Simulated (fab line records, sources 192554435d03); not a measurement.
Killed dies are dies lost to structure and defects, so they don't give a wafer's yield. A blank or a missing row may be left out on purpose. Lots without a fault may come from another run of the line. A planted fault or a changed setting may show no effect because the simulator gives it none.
fab line records | flow n5_finfet
record lots=24 wafers=72 last_day=17
route steps=1938 shown BEOL_M10@1513 BEOL_M11@1570 BEOL_M12@1637
lots that met no fault: from a run of the same line without faults
start_h: hours from the record's first day to the start of the lot's first wafer shown | wait_h: hours since the lot's step before | " the same as in the row above | L1.1+2: a row that stands for several wafers | - no value, or no start given | * or withheld: withheld | < > ~ a bound
route shown NAME@n: a module of which the file shows steps, and the number in the route of the first | usual: mean/standard deviation of fault-free wafers | same: alike in all rows | chamber/n: place in a boat | sites: the reading at each site | _std_site: their standard deviation | _edge_site: outer sites' mean less inner sites' | radius_mm: how far each site lies from the wafer's centre | mask NAME#n: copy n | behind: the tool/chamber that last shaped the wafer | hold: why the lot was held/for how many hours/how that ended | device: the transistor (n, p or np) that didn't switch | end of line: the same wafers' tests at the end of the route | a step without rows: its recipe alone | killed: dies lost to structure and defects at the first sort, not the wafer's yield | map: a wafer's dies, x killed, . not, _ none there
set.NAME: the setting as run; set.NAME@STEP: as run at that earlier step | model.NAME: the simulator's own value behind a step, which no gauge read
steps of the route over a sample of lots; a table a step, a row a wafer
services: from which hour (start_h, from the record's first day; less than 0 if before it) a tool's chamber was out of use, for how many hours, and why
## steps
# step N5_BEOL_M10_ETCH_41
# recipe chemistry=CH3F/O2 target=SiCN target_depth_a=426 taper_deg=2 time_s=86 ion_energy_ev=120 mask_material=TiN pressure_mtorr=30 source_w=395 bias_w=75 Ar_flow_sccm=150 CH3F_flow_sccm=30 O2_flow_sccm=20
# usual drypump_motor_current_A=5.5/0.36 oes_product_au=0.77/0.083 rf_vpp_V=297.1/1.6 showerhead_plenum_p_Torr=1.99/0.061 throttle_valve_pct=16.31/0.15
# columns lot.wafer tool chamber start_h wait_h drypump_motor_current_A oes_product_au rf_hours_counter_h rf_vpp_V showerhead_plenum_p_Torr throttle_valve_pct
L074.1 rie_diel-05 2 - - 5.6 0.75 195 298.7 2.08 16.11
L074.3 " 1 " " 5.2 0.71 197 297.6 1.98 16.40
L074.6 " 1 " " 5.2 0.72 - 298.2 1.98 16.41
L076.1 rie_diel-05 3 - - 5.2 0.89 28 297.6 1.96 16.35
L076.4 " 2 " " 5.7 0.74 197 298.5 2.08 16.14
L076.6 " 1 " " 5.2 0.72 - 298.0 1.98 16.41
L075.1 rie_diel-05 1 - - 5.2 0.71 202 296.9 1.98 16.41
L075.3 " 3 " " 5.2 0.89 30 297.2 1.96 16.33
L075.6 " 0 " " 5.7 0.71 - 297.2 1.98 16.42
L077.2 rie_diel-05 0 - - 5.7 0.70 212 296.9 1.97 16.45
L077.3 " 2 " " 5.7 0.73 207 298.2 2.08 16.14
L077.5 " 1 " " 5.2 0.70 - 296.1 1.98 16.42
L079.2 rie_diel-06 3 - - 6.4 0.69 226 295.9 1.90 16.37
L079.4 " 1 " " 5.4 0.75 163 298.3 1.98 16.08
L079.6 " 0 " " 5.0 1.00 - 298.7 2.05 16.12
L081.3 rie_diel-05 0 - - 5.7 0.71 215 295.9 1.97 16.43
L081.5 " 2 " " 5.7 0.73 - 299.0 2.08 16.15
L081.6 " 0 " " 5.7 0.70 - 296.4 1.97 16.44
L078.1 rie_diel-03 1 - - 5.3 0.91 34 296.6 2.03 16.27
L078.2 " 3 " " 5.6 0.85 68 297.7 1.95 16.24
L078.5 " 1 " " 5.3 0.91 - 296.8 2.03 16.27
L080.1 rie_diel-03 3 - - 5.6 0.85 68 294.4 1.95 16.26
L080.4 " 0 " " 6.1 0.78 127 294.6 1.93 16.40
L080.5 " 0 " " 6.1 0.79 - 295.5 1.93 16.42
L082.1 rie_diel-06 1 - - 5.4 0.74 167 296.4 1.98 16.09
L082.2 " 0 " " 5.0 0.96 4 296.9 2.05 16.12
L082.5 " 0 " " 5.0 0.97 - 297.7 2.05 16.09
L083.2 rie_diel-05 3 - - 5.2 0.86 46 296.9 1.95 16.38
L083.3 " 0 " " 5.7 0.70 224 298.0 1.97 16.45
L083.4 " 1 " " 5.2 0.70 221 297.7 1.98 16.45
L084.1 rie_diel-03 0 - - 6.1 0.78 134 295.5 1.93 16.43
L084.2 " 1 " " 5.3 0.90 42 298.1 2.03 16.27
L084.3 " 3 " " 5.6 0.84 76 297.2 1.94 16.27
L085.1 rie_diel-05 2 - - 5.6 0.72 222 298.4 2.07 16.16
L085.2 " 0 " " 5.7 0.69 227 296.3 1.97 16.46
L085.3 " 3 " " 5.2 0.86 49 295.9 1.95 16.39
L086.1 rie_diel-05 1 - - 5.2 0.69 227 296.2 1.97 16.45
L086.2 " 0 " " 5.7 0.69 231 296.8 1.97 16.48
L086.4 " 2 " " 5.7 0.72 225 300.4 2.07 16.18
L088.2 rie_diel-05 0 - - 5.7 0.68 232 296.5 1.97 16.49
L088.3 " 1 " " 5.2 0.70 227 296.6 1.97 16.45
L088.5 " 0 " " 5.7 0.69 - 298.0 1.97 16.48
L087.1 rie_diel-03 2 - - 6.1 0.71 213 295.4 1.90 16.46
L087.5 " 2 " " 6.1 0.71 - 294.7 1.90 16.46
L087.6 " 3 " " 5.6 0.82 - 296.6 1.94 16.27
L089.2 rie_diel-06 3 - - 6.4 0.68 245 293.6 1.89 16.41
L089.5 " 3 " " 6.4 0.69 - 294.9 1.89 16.42
L089.6 " 0 " " 5.0 0.91 - 296.8 2.04 16.15
L092.1 rie_diel-06 3 - - 6.4 0.67 246 295.5 1.89 16.41
L092.2 " 1 " " 5.4 0.72 187 296.1 1.98 16.14
L092.4 " 0 " " 5.0 0.90 24 299.5 2.04 16.16
L091.1 rie_diel-06 2 - - 5.7 0.85 49 301.1 2.11 16.06
L091.2 " 1 " " 5.4 0.73 187 296.7 1.98 16.13
L091.6 " 1 " " 5.4 0.73 - 298.2 1.98 16.12
L090.1 rie_diel-05 3 - - 5.2 0.84 62 295.4 1.95 16.40
L090.3 " 2 " " 5.7 0.71 234 298.2 2.07 16.20
L090.4 " 0 " " 5.7 0.68 240 297.0 1.97 16.49
L093.2 rie_diel-05 0 - - 5.7 0.68 244 298.2 1.96 16.50
L093.5 " 0 " " 5.7 0.68 - 297.4 1.96 16.49
L093.6 " 1 " " 5.2 0.69 - 297.5 1.97 16.50
L094.3 rie_diel-06 0 - - 5.0 0.90 30 300.0 2.04 16.17
L094.4 " 1 " " 5.4 0.72 - 297.3 1.97 16.15
L094.5 " 0 " " 5.0 0.90 - 298.9 2.04 16.16
L095.1 rie_diel-05 0 - - 5.7 0.67 247 295.7 1.96 16.50
L095.2 " 1 " " 5.2 0.68 243 295.9 1.97 16.49
L095.6 " 2 " " 5.7 0.70 - 299.2 2.07 16.20
L096.1 rie_diel-03 0 - - 6.1 0.75 165 296.3 1.92 16.48
L096.2 " 2 " " 6.2 0.69 234 294.6 1.89 16.48
L096.5 " 3 " " 5.6 0.80 - 296.1 1.93 16.30
L097.1 rie_diel-03 3 - - 5.6 0.81 103 295.8 1.93 16.30
L097.2 " 0 " " 6.1 0.75 165 296.6 1.92 16.48
L097.5 " 1 " " 5.3 0.86 - 299.1 2.02 16.35
# step N5_BEOL_M10_OCD_MEAS_38
# usual trench_depth_nm=148.9/2.4
# columns lot.wafer tool chamber start_h wait_h trench_depth_nm
L074.1 ocd-01 - 205.31 - 150.4
L074.3 " - " " 148.5
L074.6 " - " " 147.6
L076.1 ocd-02 - 215.65 - 151.6
L076.4 " - " " 149.2
L076.6 " - " " 146.0
L075.1 ocd-01 - 222.88 - 147.2
L075.3 " - " " 155.0
L075.6 " - " " 148.4
L077.2 ocd-02 - 240.94 - 148.3
L077.3 " - " " 150.8
L077.5 " - " " 147.2
L079.2 ocd-02 - 243.67 - 148.0
L079.4 " - " " 149.8
L079.6 " - " " 145.2
L081.3 ocd-01 - 248.92 - 147.4
L081.5 " - " " 149.5
L081.6 " - " " 146.8
L078.1 ocd-02 - 249.08 - 151.4
L078.2 " - " " 150.1
L078.5 " - " " 151.5
L080.1 ocd-01 - 250.51 - 151.2
L080.4 " - " " 149.6
L080.5 " - " " 150.9
L082.1 ocd-01 - 253.69 - 148.0
L082.2 " - " " 148.4
L082.5 " - " " 147.0
L083.2 ocd-02 - 272.65 - 152.4
L083.3 " - " " 148.6
L083.4 " - " " 146.5
L084.1 ocd-01 - 272.81 - 150.4
L084.2 " - " " 150.3
L084.3 " - " " 149.4
L085.1 ocd-01 - 281.14 - 150.1
L085.2 " - " " 147.3
L085.3 " - " " 153.6
L086.1 ocd-01 - 293.86 - 147.4
L086.2 " - " " 147.9
L086.4 " - " " 149.2
L088.2 ocd-01 - 295.71 - 145.9
L088.3 " - " " 146.7
L088.5 " - " " 147.0
L087.1 ocd-02 - 297.35 - 150.9
L087.5 " - " " 150.0
L087.6 " - " " 149.6
L089.2 ocd-01 - 310.80 - 146.5
L089.5 " - " " 147.1
L089.6 " - " " 146.5
L092.1 ocd-01 - 315.47 - 145.1
L092.2 " - " " 145.8
L092.4 " - " " 145.1
L091.1 ocd-02 - 316.00 - 145.3
L091.2 " - " " 147.8
L091.6 " - " " 146.9
L090.1 ocd-01 - 316.33 - 151.1
L090.3 " - " " 148.7
L090.4 " - " " 146.8
L093.2 ocd-01 - 326.08 - 147.9
L093.5 " - " " 146.8
L093.6 " - " " 148.0
L094.3 ocd-01 - 334.24 - 146.3
L094.4 " - " " 147.6
L094.5 " - " " 146.7
L095.1 ocd-01 - 336.51 - 147.6
L095.2 " - " " 147.1
L095.6 " - " " 149.1
L096.1 ocd-02 - 358.00 - 149.3
L096.2 " - " " 148.6
L096.5 " - " " 149.5
L097.1 ocd-01 - 358.52 - 150.9
L097.2 " - " " 149.1
L097.5 " - " " 151.8
# step N5_BEOL_M11_INSPECT_30
# recipe mode=adi inspect_instrument=brightfield
# usual raw_defect_count=418/84
# columns lot.wafer tool chamber start_h wait_h raw_defect_count
L074.1 defect_inspect-02 - 215.00 0.0 362
L074.3 " - " " 398
L074.6 " - " " 347
L076.1 defect_inspect-01 - 222.76 0.0 568
L076.4 " - " " 385
L076.6 " - " " 370
L075.1 defect_inspect-02 - 228.66 0.0 310
L075.3 " - " " 229
L075.6 " - " " 340
L077.2 defect_inspect-01 - 247.88 0.0 348
L077.3 " - " " 458
L077.5 " - " " 333
L079.2 defect_inspect-02 - 253.33 0.0 452
L079.4 " - " " 500
L079.6 " - " " 417
L081.3 defect_inspect-02 - 257.00 0.0 240
L081.5 " - " " 350
L081.6 " - " " 231
L080.1 defect_inspect-01 - 257.16 0.0 374
L080.4 " - " " 554
L080.5 " - " " 389
L078.1 defect_inspect-01 - 257.33 0.0 525
L078.2 " - " " 615
L078.5 " - " " 470
L082.1 defect_inspect-01 - 259.66 0.0 538
L082.2 " - " " 450
L082.5 " - " " 411
L083.2 defect_inspect-02 - 280.62 0.0 334
L083.3 " - " " 372
L083.4 " - " " 353
L084.1 defect_inspect-02 - 280.79 0.0 373
L084.2 " - " " 351
L084.3 " - " " 419
L085.1 defect_inspect-01 - 288.78 0.0 404
L085.2 " - " " 470
L085.3 " - " " 448
L086.1 defect_inspect-01 - 300.52 0.0 596
L086.2 " - " " 522
L086.4 " - " " 556
L088.2 defect_inspect-01 - 302.65 0.0 382
L088.3 " - " " 365
L088.5 " - " " 360
L087.1 defect_inspect-01 - 303.01 0.0 393
L087.5 " - " " 407
L087.6 " - " " 478
L089.2 defect_inspect-02 - 319.87 0.0 359
L089.5 " - " " 428
L089.6 " - " " 392
L091.1 defect_inspect-01 - 325.12 0.0 424
L091.2 " - " " 335
L091.6 " - " " 468
L092.1 defect_inspect-02 - 325.50 0.0 453
L092.2 " - " " 428
L092.4 " - " " 410
L090.1 defect_inspect-01 - 325.67 0.0 387
L090.3 " - " " 401
L090.4 " - " " 407
L093.2 defect_inspect-01 - 333.53 0.0 377
L093.5 " - " " 436
L093.6 " - " " 416
L094.3 defect_inspect-02 - 339.69 0.0 555
L094.4 " - " " 412
L094.5 " - " " 388
L095.1 defect_inspect-01 - 342.25 0.0 452
L095.2 " - " " 432
L095.6 " - " " 523
L096.1 defect_inspect-02 - 364.67 0.0 326
L096.2 " - " " 260
L096.5 " - " " 278
L097.1 defect_inspect-01 - 366.35 0.0 454
L097.2 " - " " 443
L097.5 " - " " 414
# step N5_BEOL_M11_TRENCH_ETCH_37
# recipe chemistry=C4F6/O2 target_depth_a=1488.3 target=SiCOH_lowk time_s=48 ion_energy_ev=250 pressure_mtorr=30 source_w=345 bias_w=185 Ar_flow_sccm=300 C4F6_flow_sccm=10 O2_flow_sccm=10
# usual drypump_motor_current_A=5.5/0.5 oes_o_777_au=0.81/0.096 oes_product_au=0.81/0.097 rf_vpp_V=659/11 showerhead_plenum_p_Torr=2.86/0.091 throttle_valve_pct=20.84/0.28
# columns lot.wafer tool chamber start_h wait_h drypump_motor_current_A oes_o_777_au oes_product_au rf_hours_counter_h rf_vpp_V showerhead_plenum_p_Torr throttle_valve_pct
L074.1 rie_diel-04 2 - - 4.7 0.87 0.89 34 665 3.03 20.84
L074.3 " 3 " " 5.9 0.70 0.70 225 661 2.68 21.17
L074.6 " 0 " " 5.4 0.93 0.92 - 667 2.79 20.71
L076.1 rie_diel-04 0 - - 5.4 0.92 0.91 29 665 2.79 20.72
L076.4 " 1 " " 5.1 0.94 0.96 8 663 2.90 20.51
L076.6 " 2 " " 4.7 0.87 0.88 - 663 3.03 20.85
L075.1 rie_diel-01 3 - - 5.7 0.68 0.69 209 644 2.93 20.89
L075.3 " 1 " " 6.0 0.98 0.97 15 673 2.80 20.42
L075.6 " 1 " " 6.0 0.98 0.96 - 674 2.80 20.42
L077.2 rie_diel-01 3 - - 5.7 0.69 0.69 215 644 2.93 20.90
L077.3 " 2 " " 5.4 0.72 0.70 200 652 2.83 21.13
L077.5 " 3 " " 5.7 0.68 0.68 - 644 2.93 20.90
L079.2 rie_diel-04 2 - - 4.7 0.86 0.87 45 664 3.03 20.87
L079.4 " 1 " " 5.1 0.91 0.94 17 664 2.90 20.53
L079.6 " 3 " " 5.9 0.70 0.68 - 662 2.67 21.18
L081.3 rie_diel-04 2 - - 4.7 0.85 0.87 47 664 3.03 20.86
L081.5 " 3 " " 5.9 0.68 0.68 - 661 2.67 21.18
L081.6 " 0 " " 5.4 0.91 0.89 - 664 2.78 20.73
L080.1 rie_diel-02 1 - - 5.6 0.73 0.72 185 658 2.95 21.15
L080.4 " 0 " " 6.5 0.94 0.91 13 639 2.91 20.38
L080.5 " 3 " " 5.0 0.83 0.84 - 656 2.77 21.01
L078.1 rie_diel-04 1 - - 5.1 0.90 0.94 18 663 2.90 20.53
L078.2 " 2 " " 4.7 0.86 0.86 47 665 3.03 20.87
L078.5 " 1 " " 5.1 0.90 0.95 - 664 2.90 20.53
L082.1 rie_diel-02 2 - - 5.1 0.66 0.68 233 681 2.82 20.91
L082.2 " 1 " " 5.6 0.73 0.72 186 660 2.95 21.15
L082.5 " 1 " " 5.6 0.73 0.71 - 659 2.95 21.15
L083.2 rie_diel-01 3 - - 5.7 0.68 0.68 224 645 2.92 20.92
L083.3 " 0 " " 5.3 0.84 0.81 107 666 2.98 20.90
L083.4 " 1 " " 6.0 0.94 0.94 29 676 2.79 20.43
L084.1 rie_diel-02 3 - - 4.9 0.82 0.82 74 655 2.77 21.02
L084.2 " 0 " " 6.5 0.92 0.90 21 640 2.91 20.40
L084.3 " 1 " " 5.6 0.72 0.72 188 657 2.95 21.16
L085.1 rie_diel-02 0 - - 6.5 0.91 0.89 23 639 2.90 20.37
L085.2 " 2 " " 5.1 0.66 0.68 243 679 2.82 20.90
L085.3 " 3 " " 5.0 0.82 0.83 77 656 2.77 21.01
L086.1 rie_diel-02 2 - - 5.1 0.65 0.68 246 680 2.82 20.90
L086.2 " 0 " " 6.5 0.91 0.89 27 638 2.90 20.39
L086.4 " 1 " " 5.6 0.72 0.72 195 657 2.95 21.18
L088.2 rie_diel-04 1 - - 5.1 0.88 0.91 30 663 2.89 20.55
L088.3 " 2 " " 4.7 0.85 0.85 60 665 3.02 20.88
L088.5 " 2 " " 4.7 0.84 0.83 - 664 3.02 20.88
L087.1 rie_diel-01 2 - - 5.4 0.70 0.68 216 653 2.82 21.18
L087.5 " 3 " " 5.7 0.67 0.67 - 645 2.92 20.91
L087.6 " 2 " " 5.4 0.71 0.69 - 651 2.82 21.16
L089.2 rie_diel-01 2 - - 5.4 0.71 0.68 222 653 2.82 21.17
L089.5 " 2 " " 5.4 0.70 0.68 - 653 2.82 21.17
L089.6 " 1 " " 6.0 0.92 0.91 - 675 2.79 20.48
L091.1 rie_diel-02 3 - - 5.0 0.80 0.81 89 656 2.76 21.02
L091.2 " 0 " " 6.5 0.89 0.87 35 639 2.90 20.40
L091.6 " 3 " " 4.9 0.80 0.81 - 654 2.76 21.05
L092.1 rie_diel-02 1 - - 5.6 0.72 0.71 203 658 2.95 21.19
L092.2 " 0 " " 6.5 0.90 0.87 35 639 2.90 20.41
L092.4 " 1 " " 5.6 0.71 0.71 - 656 2.94 21.18
L090.1 rie_diel-02 0 - - 6.5 0.89 0.87 36 638 2.90 20.40
L090.3 " 3 " " 5.0 0.81 0.81 90 655 2.76 21.03
L090.4 " 0 " " 6.5 0.89 0.86 - 641 2.90 20.40
L093.2 rie_diel-02 3 - - 5.0 0.80 0.80 93 654 2.76 21.04
L093.5 " 1 " " 5.6 0.71 0.70 - 659 2.94 21.18
L093.6 " 0 " " 6.5 0.89 0.86 - 639 2.90 20.42
L094.3 rie_diel-04 3 - - 5.9 0.94 0.94 7 673 3.00 20.89
L094.4 " 1 " " 5.1 0.86 0.89 44 663 2.89 20.56
L094.5 " 1 " " 5.1 0.87 0.89 - 663 2.89 20.58
L095.1 rie_diel-01 1 - - 5.9 0.91 0.90 49 674 2.78 20.46
L095.2 " 2 " " 5.5 0.70 0.69 228 653 2.82 21.18
L095.6 " 0 " " 5.3 0.82 0.80 - 666 2.97 20.93
L096.1 rie_diel-01 1 - - 6.0 0.90 0.90 56 674 2.78 20.47
L096.2 " 0 " " 5.3 0.82 0.78 135 667 2.96 20.93
L096.5 " 1 " " 6.0 0.90 0.89 - 674 2.78 20.50
L097.1 rie_diel-02 2 - - 5.1 0.91 0.94 10 679 2.81 20.60
L097.2 " 3 " " 5.0 0.79 0.79 103 656 2.76 21.06
L097.5 " 2 " " 5.1 0.91 0.94 - 679 2.81 20.60
# step N5_BEOL_M12_ETCH_68
# recipe chemistry=N2/H2 target=SOC mask_material=SiARC source_w=3000 bias_w=350 temp_c=40 time_s=285 ion_energy_ev=200 pressure_mtorr=30 n2_flow_sccm=200 h2_flow_sccm=200
# usual drypump_motor_current_A=5.6/0.4 oes_product_au=0.78/0.083 rf_vpp_V=523.2/2.5 showerhead_plenum_p_Torr=2.52/0.087 throttle_valve_pct=17.72/0.18
# columns lot.wafer tool chamber start_h wait_h drypump_motor_current_A oes_product_au rf_hours_counter_h rf_vpp_V showerhead_plenum_p_Torr throttle_valve_pct
L074.1 rie_diel-06 1 219.84 0.1 5.4 0.76 151 523.6 2.53 17.36
L074.3 " 3 " " 6.4 0.69 214 521.2 2.40 17.71
L074.6 " 3 " " 6.4 0.70 - 519.1 2.40 17.71
L076.1 rie_diel-05 3 228.51 0.1 5.2 0.88 32 522.1 2.48 17.82
L076.4 " 0 " " 5.7 0.70 208 522.7 2.51 17.80
L076.6 " 1 " " 5.2 0.71 - 522.5 2.52 17.87
L075.1 rie_diel-05 3 234.26 0.1 5.2 0.89 34 521.0 2.48 17.84
L075.3 " 1 " " 5.2 0.72 207 522.9 2.52 17.88
L075.6 " 1 " " 5.2 0.71 - 523.8 2.52 17.90
L077.2 rie_diel-05 2 253.56 0.1 5.7 0.72 212 527.7 2.61 17.47
L077.3 " 3 " " 5.2 0.87 40 522.3 2.48 17.83
L077.5 " 1 " " 5.2 0.70 - 524.3 2.52 17.91
L079.2 rie_diel-03 0 260.60 0.1 6.1 0.77 130 519.9 2.44 17.70
L079.4 " 2 " " 6.2 0.70 201 520.0 2.43 17.99
L079.6 " 1 " " 5.3 0.90 - 524.2 2.59 17.84
L081.3 rie_diel-03 2 262.78 0.1 6.2 0.70 201 520.3 2.43 17.99
L081.5 " 3 " " 5.6 0.85 - 520.6 2.47 17.72
L081.6 " 2 " " 6.2 0.71 - 520.1 2.43 17.97
L080.1 rie_diel-03 2 263.37 0.1 6.2 0.71 202 521.0 2.43 17.97
L080.4 " 1 " " 5.3 0.89 39 526.0 2.59 17.85
L080.5 " 3 " " 5.6 0.84 - 522.6 2.47 17.70
L078.1 rie_diel-03 3 263.86 0.1 5.6 0.84 73 522.1 2.47 17.70
L078.2 " 1 " " 5.3 0.89 39 524.9 2.59 17.84
L078.5 " 3 " " 5.6 0.85 - 521.4 2.47 17.71
L082.1 rie_diel-05 3 266.02 0.1 5.2 0.87 45 522.1 2.48 17.82
L082.2 " 2 " " 5.7 0.72 217 525.7 2.61 17.49
L082.5 " 2 " " 5.7 0.72 - 525.6 2.61 17.47
L084.1 rie_diel-06 2 287.07 0.1 5.6 0.88 39 528.4 2.70 17.49
L084.2 " 3 " " 6.4 0.68 237 520.0 2.40 17.75
L084.3 " 0 " " 5.0 0.94 15 525.5 2.60 17.61
L083.2 rie_diel-03 2 287.10 0.1 6.2 0.70 210 520.3 2.43 17.99
L083.3 " 0 " " 6.1 0.77 141 520.9 2.43 17.70
L083.4 " 3 " " 5.6 0.85 80 520.7 2.47 17.70
L085.1 rie_diel-05 1 295.86 0.1 5.2 0.69 228 522.5 2.51 17.94
L085.2 " 3 " " 5.2 0.85 54 522.6 2.47 17.84
L085.3 " 0 " " 5.7 0.69 232 522.3 2.50 17.84
L086.1 rie_diel-05 2 305.06 0.1 5.7 0.71 230 525.5 2.61 17.52
L086.2 " 3 " " 5.2 0.84 58 522.0 2.47 17.86
L086.4 " 0 " " 5.7 0.69 236 521.6 2.50 17.85
L088.2 rie_diel-06 3 309.25 0.1 6.5 0.68 244 520.3 2.39 17.75
L088.3 " 1 " " 5.4 0.73 185 521.5 2.52 17.45
L088.5 " 3 " " 6.5 0.67 - 519.9 2.39 17.75
L087.1 rie_diel-03 0 309.97 0.1 6.1 0.75 150 520.7 2.43 17.70
L087.5 " 3 " " 5.6 0.83 - 521.8 2.46 17.71
L087.6 " 2 " " 6.2 0.70 - 520.3 2.42 18.00
L089.2 rie_diel-06 0 324.61 0.1 5.0 0.90 27 525.4 2.59 17.64
L089.5 " 2 " " 5.7 0.86 - 528.5 2.70 17.51
L089.6 " 3 " " 6.4 0.68 - 519.7 2.39 17.76
L091.1 rie_diel-06 2 330.09 0.1 5.7 0.86 53 527.3 2.70 17.52
L091.2 " 1 " " 5.4 0.72 192 522.7 2.51 17.45
L091.6 " 1 " " 5.4 0.71 - 524.1 2.51 17.45
L092.1 rie_diel-06 0 331.83 0.1 5.0 0.89 29 523.6 2.59 17.64
L092.2 " 1 " " 5.4 0.71 193 524.5 2.51 17.46
L092.4 " 0 " " 5.0 0.90 - 524.3 2.59 17.63
L090.1 rie_diel-03 1 332.24 0.1 5.3 0.86 63 525.3 2.58 17.89
L090.3 " 3 " " 5.6 0.83 94 520.0 2.46 17.72
L090.4 " 2 " " 6.2 0.70 225 519.2 2.42 18.00
L093.2 rie_diel-05 3 338.80 0.1 5.2 0.83 71 523.4 2.47 17.89
L093.5 " 3 " " 5.2 0.82 - 520.7 2.47 17.89
L093.6 " 0 " " 5.7 0.68 - 522.0 2.50 17.89
L094.3 rie_diel-03 2 344.68 0.1 6.2 0.68 230 519.1 2.42 18.05
L094.4 " 1 " " 5.3 0.85 69 524.7 2.58 17.92
L094.5 " 2 " " 6.2 0.69 - 519.5 2.42 18.02
L095.1 rie_diel-06 1 347.85 0.1 5.4 0.71 200 524.2 2.51 17.47
L095.2 " 0 " " 5.0 0.89 37 524.9 2.59 17.63
L095.6 " 1 " " 5.4 0.71 - 522.0 2.51 17.46
L096.1 rie_diel-05 0 370.51 0.1 5.7 0.96 6 521.7 2.49 17.47
L096.2 " 3 " " 5.2 0.81 84 523.2 2.46 17.91
L096.5 " 2 " " 5.7 0.69 - 525.6 2.60 17.54
L097.1 rie_diel-03 1 370.67 0.1 5.3 0.84 77 524.9 2.58 17.92
L097.2 " 2 " " 6.2 0.68 238 518.8 2.42 18.05
L097.5 " 1 " " 5.3 0.84 - 523.8 2.58 17.90
# step N5_BEOL_M12_STRIP_37
# recipe chemistry=N2/H2 power_w=1000 temp_c=250 h2_frac=0.65 overash_fraction=0.3 pressure_mtorr=withheld n2_flow_sccm=1750 h2_flow_sccm=3250
# usual drypump_motor_current_A=5.40/0.16 heater_power_w=344/36 oes_product_au=0.790/0.01
# columns lot.wafer tool chamber start_h wait_h drypump_motor_current_A heater_power_w oes_product_au rf_hours_counter_h
L074.1 plasma_asher-02 0 220.22 0.0 5.53 388 0.782 111
L074.3 " 0 " " 5.52 377 0.790 -
L074.6 " 0 " " 5.53 389 0.779 -
L076.1 plasma_asher-01 0 228.89 0.0 5.18 331 0.781 70
L076.4 " 0 " " 5.18 322 0.788 -
L076.6 " 0 " " 5.18 322 0.796 -
L075.1 plasma_asher-02 0 234.63 0.0 5.52 377 0.794 114
L075.3 " 0 " " 5.51 383 0.780 -
L075.6 " 0 " " 5.51 384 0.785 -
L077.2 plasma_asher-02 0 253.94 0.0 5.51 378 0.785 118
L077.3 " 0 " " 5.53 375 0.804 -
L077.5 " 0 " " 5.52 381 0.800 -
L079.2 plasma_asher-01 1 260.97 0.0 5.59 384 0.792 76
L079.4 " 1 " " 5.63 376 0.797 -
L079.6 " 1 " " 5.58 375 0.800 -
L081.3 plasma_asher-01 1 263.18 0.1 5.56 383 0.797 -
L081.5 " 0 " " 5.18 323 0.795 -
L081.6 " 1 " " 5.59 379 0.788 -
L080.1 plasma_asher-02 0 263.74 0.0 5.52 370 0.798 121
L080.4 " 0 " " 5.52 377 0.782 -
L080.5 " 1 " " 5.29 292 0.806 -
L078.1 plasma_asher-01 1 264.23 0.0 5.57 381 0.789 76
L078.2 " 0 " " 5.19 320 0.794 76
L078.5 " 1 " " 5.60 385 0.775 -
L082.1 plasma_asher-01 0 266.39 0.0 5.20 319 0.774 77
L082.2 " 1 " " 5.59 368 0.777 77
L082.5 " 1 " " 5.60 378 0.798 -
L084.1 plasma_asher-01 1 287.44 0.0 5.62 373 0.792 82
L084.2 " 0 " " 5.16 327 0.793 82
L084.3 " 0 " " 5.17 318 0.785 -
L083.2 plasma_asher-02 0 287.48 0.0 5.53 377 0.790 125
L083.3 " 0 " " 5.53 376 0.803 -
L083.4 " 1 " " 5.31 300 0.815 -
L085.1 plasma_asher-01 1 296.23 0.0 5.59 385 0.792 83
L085.2 " 0 " " 5.14 327 0.775 83
L085.3 " 0 " " 5.17 332 0.804 -
L086.1 plasma_asher-01 0 305.44 0.0 5.19 331 0.790 85
L086.2 " 1 " " 5.59 375 0.796 85
L086.4 " 0 " " 5.17 335 0.802 -
L088.2 plasma_asher-02 1 309.62 0.0 5.30 298 0.768 129
L088.3 " 0 " " 5.51 367 0.780 -
L088.5 " 0 " " 5.51 380 0.809 -
L087.1 plasma_asher-02 0 310.34 0.0 5.53 376 0.791 129
L087.5 " 1 " " 5.30 299 0.776 -
L087.6 " 0 " " 5.54 382 0.792 -
L089.2 plasma_asher-02 0 324.98 0.0 5.53 380 0.783 132
L089.5 " 0 " " 5.51 389 0.784 -
L089.6 " 1 " " 5.31 298 0.787 -
L091.1 plasma_asher-02 1 330.46 0.0 5.34 297 0.803 133
L091.2 " 0 " " 5.51 376 0.794 133
L091.6 " 0 " " 5.52 375 0.784 -
L092.1 plasma_asher-02 0 332.51 0.3 5.50 371 0.790 134
L092.2 " 1 " " 5.29 306 0.797 134
L092.4 " 1 " " 5.30 290 0.792 -
L090.1 plasma_asher-01 1 332.61 0.0 5.60 368 0.798 91
L090.3 " 0 " " 5.15 317 0.791 -
L090.4 " 1 " " 5.56 378 0.780 -
L093.2 plasma_asher-01 1 339.18 0.0 5.56 386 0.794 93
L093.5 " 0 " " 5.19 328 0.787 -
L093.6 " 1 " " 5.60 374 0.800 -
L094.3 plasma_asher-01 0 345.08 0.1 5.22 325 0.791 -
L094.4 " 1 " " 5.59 387 0.772 -
L094.5 " 1 " " 5.57 379 0.791 -
L095.1 plasma_asher-02 1 348.23 0.0 5.29 289 0.777 137
L095.2 " 0 " " 5.51 376 0.806 137
L095.6 " 0 " " 5.52 380 0.790 -
L096.1 plasma_asher-01 0 370.88 0.0 5.15 329 0.812 97
L096.2 " 1 " " 5.61 371 0.782 97
L096.5 " 0 " " 5.16 318 0.789 -
L097.1 plasma_asher-02 0 371.04 0.0 5.53 372 0.795 143
L097.2 " 1 " " 5.33 294 0.817 143
L097.5 " 1 " " 5.29 296 0.781 -
## services
# columns tool chamber start_h hours kind
rie_diel-01 1 187.31 5.4 repair
plasma_asher-02 - 195.77 10.0 pm
plasma_asher-01 - 218.64 0.6 repair
rie_diel-06 0 219.61 - clean
rie_diel-06 0 219.61 - consumable_replace:focus_ring
rie_diel-06 0 219.61 23.5 scheduled_down
rie_diel-06 0 219.61 23.5 vent_cycle
rie_diel-03 0 223.19 7.0 repair
rie_diel-02 0 227.10 2.8 repair
plasma_asher-02 - 247.42 3.9 repair
rie_diel-06 3 249.82 7.8 repair
rie_diel-02 1 264.14 12.0 repair
rie_diel-06 1 268.25 3.5 repair
rie_diel-05 1 280.42 2.5 repair
rie_diel-06 3 326.48 - clean
rie_diel-05 0 343.60 - clean
rie_diel-05 0 343.60 - consumable_replace:focus_ring
rie_diel-05 0 343.60 13.6 scheduled_down
rie_diel-05 0 343.60 13.6 vent_cycle
plasma_asher-01 - 354.46 7.5 repair
rie_diel-05 1 357.20 - clean
rie_diel-05 1 357.20 - consumable_replace:focus_ring
rie_diel-05 1 357.20 21.8 scheduled_down
rie_diel-05 1 357.20 21.8 vent_cycle
## key
fault none
